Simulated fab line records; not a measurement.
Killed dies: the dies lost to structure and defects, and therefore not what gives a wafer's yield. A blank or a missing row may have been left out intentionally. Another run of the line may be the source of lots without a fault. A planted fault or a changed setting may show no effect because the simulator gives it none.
Which tool was responsible? | flow n5 finfet | 9 lots, 27 wafers sampled, at 5 steps of a route of 1938

## WHAT THE GAUGES READ, wafer by wafer
N5_BEOL_M4_RC_MEAS_101. Usual: DIBL_N 35.9 mV/V, standard deviation 1.3; DIBL_P 35.9 mV/V, standard deviation 1.5; EOT_P 10.47, standard deviation 0.08; IGATE_P 0.0038 nA/um, standard deviation 0.00052; IOFF_N 0.152 nA/um, standard deviation 0.023; IOFF_P 0.204 nA/um, standard deviation 0.027; IOFF_P_85C 3.5 nA/um, standard deviation 0.39; IOFF_P_LIN 0.097 nA/um, standard deviation 0.01; IOFF_P_LONG 0.000104 nA/um, standard deviation 8.4e-06; ION_N 673 uA/um, standard deviation 9.2; ION_P 462 uA/um, standard deviation 6.7; SS_N 71.4 mV/dec, standard deviation 0.48; SS_P 73.2 mV/dec, standard deviation 0.55; VT_N 250.3 mV, standard deviation 2.6; VT_N_LVT 98.5 mV, standard deviation 2.9; VT_P -250.6 mV, standard deviation 3; VT_P_LONG -276 mV, standard deviation 3.
lot  | measured     | on        | DIBL_N (mV/V)  | DIBL_P (mV/V)  | EOT_P             | IGATE_P (nA/um)      | IOFF_N (nA/um)    | IOFF_P (nA/um)    | IOFF_P_85C (nA/um) | IOFF_P_LIN (nA/um) | IOFF_P_LONG (nA/um)        | ION_N (uA/um) | ION_P (uA/um) | SS_N (mV/dec)  | SS_P (mV/dec)  | VT_N (mV)         | VT_N_LVT (mV)     | VT_P (mV)            | VT_P_LONG (mV) | flag
L270 | day 8 12:53  | prober-02 | 35.2 37.0 37.2 | 35.1 38.1 37.3 | 10.54 10.57 10.52 | 0.0031 0.0030 0.0031 | 0.120 0.155 0.149 | 0.163 0.207 0.193 | 3.0 3.7 3.5        | 0.083 0.099 0.093  | 0.000107 0.000103 0.0001   | 662 671 659   | 455 468 450   | 70.9 71.2 71.6 | 72.3 72.6 73.2 | 255.4 251.9 250.1 | 99.3 95.6 96.6    | -253.8 -251.8 -251.3 | -275 -277 -280 |
L271 | day 8 18:44  | prober-01 | 35.9 35.3 34.9 | 36.2 35.8 36.1 | 10.32 10.40 10.33 | 0.0044 0.0047 0.0046 | 0.177 0.163 0.159 | 0.208 0.198 0.204 | 3.6 3.5 3.5        | 0.096 0.093 0.095  | 0.000102 0.000102 0.000101 | 682 679 676   | 458 459 464   | 71.3 71.8 70.8 | 73.9 73.7 73.1 | 246.9 248.9 248.7 | 94.4 95.8 95.3    | -250.4 -251.5 -252.7 | -275 -275 -276 |
L277 | day 11 00:04 | prober-02 | 34.9 34.8 34.8 | 36.7 34.9 36.0 | 10.85 10.90 10.88 | 0.0007 0.0007 0.0007 | 0.133 0.126 0.130 | 0.045 0.038 0.042 | 1.0 0.9 1.0        | 0.022 0.020 0.021  | 5.3e-05 4.6e-05 4.8e-05    | 680 670 668   | 399 388 394   | 71.8 71.0 71.0 | 73.3 73.8 72.3 | 252.7 253.6 253.5 | 58.4 60.0 59.0    | -292.0 -296.1 -294.0 | -317 -319 -316 | OFF
L278 | day 10 22:23 | prober-01 | 36.2 37.4 36.8 | 36.5 38.5 37.7 | 10.75 10.83 10.81 | 0.0009 0.0006 0.0009 | 0.162 0.183 0.175 | 0.047 0.053 0.051 | 1.1 1.2 1.1        | 0.023 0.025 0.024  | 4.6e-05 5e-05 4.8e-05      | 687 680 690   | 397 398 399   | 71.6 71.8 70.5 | 73.3 74.4 73.2 | 246.1 245.8 247.4 | 53.8 52.8 52.7    | -291.7 -292.6 -291.1 | -320 -319 -318 | OFF
L279 | day 12 03:04 | prober-02 | 35.7 35.0 35.9 | 36.5 36.2 37.2 | 10.82 10.80 10.84 | 0.0007 0.0008 0.0007 | 0.134 0.127 0.143 | 0.044 0.046 0.049 | 1.0 1.0 1.1        | 0.022 0.023 0.024  | 5e-05 5.4e-05 4.8e-05      | 669 665 681   | 388 392 394   | 71.1 70.7 71.7 | 72.9 73.0 74.1 | 249.5 251.2 248.9 | 57.4 57.2 54.8    | -291.2 -290.5 -289.9 | -316 -319 -314 | OFF
L285 | day 12 14:05 | prober-02 | 37.4 39.0 36.4 | 34.7 36.7 33.5 | 10.53 10.45 10.43 | 0.0039 0.0036 0.0044 | 0.139 0.163 0.121 | 0.161 0.193 0.149 | 3.0 3.4 2.8        | 0.081 0.093 0.078  | 9.6e-05 9.6e-05 9.6e-05    | 679 689 669   | 457 463 452   | 71.0 71.4 71.3 | 72.6 73.7 72.6 | 251.0 248.7 252.4 | 98.6 96.0 100.8   | -255.2 -253.3 -252.7 | -280 -278 -278 |
L290 | day 13 17:28 | prober-02 | 36.1 36.2 35.4 | 36.0 36.6 35.8 | 10.47 10.38 10.33 | 0.0034 0.0039 0.0047 | 0.162 0.164 0.149 | 0.183 0.187 0.176 | 3.3 3.4 3.2        | 0.088 0.087 0.085  | 9.6e-05 9.3e-05 9.3e-05    | 675 668 669   | 454 455 452   | 71.9 72.0 71.4 | 73.0 73.8 73.1 | 250.0 248.5 250.2 | 97.2 96.7 96.9    | -253.1 -255.2 -256.0 | -279 -279 -279 |
L291 | day 14 01:35 | prober-02 | 35.1 35.0 35.1 | 35.8 36.8 36.6 | 10.39 10.44 10.43 | 0.0041 0.0038 0.0038 | 0.128 0.132 0.138 | 0.167 0.175 0.171 | 3.0 3.2 3.1        | 0.083 0.086 0.084  | 9.4e-05 9e-05 9.3e-05      | 669 668 672   | 455 454 456   | 71.1 71.7 71.8 | 73.3 73.4 73.2 | 255.3 253.2 252.9 | 104.2 101.6 101.0 | -254.2 -253.3 -257.5 | -282 -278 -280 |
L292 | day 14 19:56 | prober-01 | 41.0 37.6 38.4 | 40.4 35.8 36.5 | 10.55 10.27 10.58 | 0.0034 0.0037 0.0032 | 0.248 0.157 0.177 | 0.306 0.216 0.238 | 5.0 3.7 4.0        | 0.128 0.099 0.109  | 0.000101 9.7e-05 0.0001    | 686 667 669   | 469 459 455   | 72.2 72.2 71.4 | 74.8 73.7 74.4 | 245.1 251.9 249.1 | 93.8 98.9 97.9    | -245.4 -252.3 -249.1 | -277 -278 -278 |

## WHAT TOOL EACH LOT RAN ON (gives the tool, then ch and the chambers of the sampled wafers, and finally the start)
lot  | N5_HKMG_FIN_HK_ALD_01           | N5_HKMG_FIN_WET_ETCH_82            | N5_HKMG_FIN_ALD_36                 | N5_HKMG_FIN_DESCUM_17
L270 | ald hk-02 ch 0,1,2, day 3 23:44 | wet bench-05 ch 1,2,5, day 4 02:54 | ald metal-03 ch 1,2,3, day 4 02:58 | rie diel-02 ch 0,1,3, day 4 04:14
L271 | ald hk-01 ch 0,1,3, day 4 05:41 | wet bench-01 ch 4,5,6, day 4 09:17 | ald metal-02 ch 1,3, day 4 09:21   | rie diel-02 ch 0,2,3, day 4 10:29
L277 | ald hk-01 ch 0,3, day 5 21:21   | wet bench-01 ch 3,4,6, day 6 00:27 | ald metal-02 ch 0,2, day 6 00:31   | rie diel-04 ch 2,3, day 6 01:56
L278 | ald hk-02 ch 2,3, day 6 00:52   | wet bench-01 ch 0,5,7, day 6 04:10 | ald metal-02 ch 2,3, day 6 04:13   | rie diel-04 ch 0,1,3, day 6 05:28
L279 | ald hk-03 ch 0,1,3, day 6 09:25 | wet bench-01 ch 0,4,5, day 6 12:26 | ald metal-02 ch 1,2,3, day 6 12:29 | rie diel-05 ch 0,3, day 6 13:58
L285 | ald hk-01 ch 1,3, day 7 16:31   | wet bench-05 ch 1,3,4, day 7 19:40 | ald metal-02 ch 2,3, day 7 19:44   | rie diel-02 ch 1,3, day 7 21:12
L290 | ald hk-03 ch 1,2,3, day 8 22:34 | wet bench-01 ch 3,4,5, day 9 02:01 | ald metal-01 ch 1,2,3, day 9 02:04 | rie diel-04 ch 1,2,3, day 9 03:35
L291 | ald hk-02 ch 0,3, day 9 04:02   | wet bench-01 ch 2,4,5, day 9 07:07 | ald metal-02 ch 1,2,3, day 9 07:11 | rie diel-05 ch 1,2, day 9 08:20
L292 | ald hk-02 ch 0,1,3, day 9 08:10 | wet bench-05 ch 3,6,7, day 9 11:28 | ald metal-02 ch 0,1,2, day 9 11:31 | rie diel-04 ch 0,1,2, day 9 12:39
- N5_HKMG_FIN_HK_ALD_01: deposits HfO2, target thk 1.6 nm, pulse time 3 s, purge time 3 s.
- N5_HKMG_FIN_WET_ETCH_82: etches La2O3 in dHCl, stops on HfO2, target depth 2 nm, rinse time 30 s.
- N5_HKMG_FIN_ALD_36: deposits TiN, target thk 1 nm, pulse time 1 s, purge time 3 s.
- N5_HKMG_FIN_DESCUM_17: chemistry O2, time 7.9 s.

## WHAT THE TOOLS THEMSELVES READ (means of the sampled wafers that have a number; where no wafer has one, the mark that the record gives instead)
N5_HKMG_FIN_HK_ALD_01. Usual: precursor pulse height rel 0.998, standard deviation 0.022.
lot  | tool      | precursor pulse height rel | flag
L270 | ald hk-02 | 1.010                      |
L271 | ald hk-01 | 1.013                      |
L277 | ald hk-01 | 1.014                      |
L278 | ald hk-02 | 0.993                      |
L279 | ald hk-03 | 1.014                      |
L285 | ald hk-01 | 0.999                      |
L290 | ald hk-03 | 1.011                      |
L291 | ald hk-02 | 1.020                      |
L292 | ald hk-02 | 0.997                      |

N5_HKMG_FIN_WET_ETCH_82. Usual: bath heat duty pct 6.1 %, standard deviation 0.74; rinse temp c 23.01 C, standard deviation 0.096; temp c 25.01 C, standard deviation 0.099.
lot  | tool         | bath heat duty pct (%) | rinse temp c (C) | temp c (C) | flag
L270 | wet bench-05 | 5.8                    | 22.95            | 25.09      |
L271 | wet bench-01 | 5.5                    | 22.95            | 25.17      |
L277 | wet bench-01 | -                      | -                | -          | OFF
L278 | wet bench-01 | -                      | -                | -          | OFF
L279 | wet bench-01 | -                      | -                | -          | OFF
L285 | wet bench-05 | 6.0                    | 23.13            | 24.95      |
L290 | wet bench-01 | 5.5                    | 22.96            | 25.07      |
L291 | wet bench-01 | 6.0                    | 23.05            | 25.00      |
L292 | wet bench-05 | 6.3                    | 22.92            | 24.91      |

N5_HKMG_FIN_ALD_36. Usual: heater power w 862 W, standard deviation 100; precursor pulse height rel 0.999, standard deviation 0.02.
lot  | tool         | heater power w (W) | precursor pulse height rel | flag
L270 | ald metal-03 | 883                | 1.022                      |
L271 | ald metal-02 | 866                | 1.003                      |
L277 | ald metal-02 | 1021               | 0.996                      |
L278 | ald metal-02 | 922                | 0.991                      |
L279 | ald metal-02 | 892                | 0.998                      |
L285 | ald metal-02 | 907                | 1.005                      |
L290 | ald metal-01 | 839                | 1.008                      |
L291 | ald metal-02 | 892                | 0.996                      |
L292 | ald metal-02 | 961                | 1.006                      |

N5_HKMG_FIN_DESCUM_17. Usual: drypump motor current A is 5.9 A with standard deviation 0.37, o2 flow sccm is 225.1 sccm with standard deviation 0.7, oes product au is 0.80 a.u. with standard deviation 0.084, rf vpp V is 243.5 V with standard deviation 1.7, showerhead plenum p Torr is 2.12 Torr with standard deviation 0.1, temp c is 40.01 C with standard deviation 0.12, and throttle valve pct is 20.33 % with standard deviation 0.16.
lot  | tool        | drypump motor current A (A) | o2 flow sccm (sccm) | oes product au (a.u.) | rf vpp V (V) | showerhead plenum p Torr (Torr) | temp c (C) | throttle valve pct (%) | flag
L270 | rie diel-02 | 5.6                         | 224.8               | 0.85                  | 245.4        | 2.21                            | 40.00      | 20.19                  |
L271 | rie diel-02 | 5.9                         | 224.7               | 0.80                  | 244.7        | 2.16                            | 40.04      | 20.26                  |
L277 | rie diel-04 | 6.0                         | 225.2               | 0.80                  | 242.4        | 2.06                            | 39.91      | 20.37                  |
L278 | rie diel-04 | 6.2                         | 225.0               | 0.80                  | 243.3        | 2.10                            | 39.97      | 20.24                  |
L279 | rie diel-05 | 5.8                         | 224.5               | 0.75                  | 244.7        | 2.17                            | 39.98      | 20.36                  |
L285 | rie diel-02 | 5.6                         | 225.3               | 0.79                  | 244.2        | 2.19                            | 40.16      | 20.29                  |
L290 | rie diel-04 | 6.1                         | 224.8               | 0.77                  | 242.8        | 2.03                            | 40.03      | 20.37                  |
L291 | rie diel-05 | 5.5                         | 224.4               | 0.81                  | 241.9        | 2.02                            | 40.00      | 20.43                  |
L292 | rie diel-04 | 6.2                         | 224.8               | 0.82                  | 243.3        | 2.07                            | 40.01      | 20.34                  |

## THE ANSWER, worked out from the rows above alone
Rule: take the mean of a lot's wafers that have a number; if it is more than 3 standard deviations from the usual mean, the lot is off. A lot without any number at a reading at which 4 lots or more have one is off too. Any other lot the step has rows for is counted as sound. After the gauges, taken in route order, come the tools' own readings; for these a lot's mean is taken, as printed above. The first step at which some lot is off is used, and at that step the reading that is off furthest; a lot without a number counts as furthest.
Off: at N5_BEOL_M4_RC_MEAS_101 (VT_N_LVT), L277, L278, L279.
If a tool, at a process step before that reading, ran all the lots that are off and no sound lot after the first of them, it fits. Not tried: the gauges at N5_BEOL_M4_RC_MEAS_101; whatever is off there is also off at N5_HKMG_FIN_WET_ETCH_82, on other tools, and gauge error can't account for it. Of those tried, none fits.

## WHAT THE SIMULATOR HAD PUT IN
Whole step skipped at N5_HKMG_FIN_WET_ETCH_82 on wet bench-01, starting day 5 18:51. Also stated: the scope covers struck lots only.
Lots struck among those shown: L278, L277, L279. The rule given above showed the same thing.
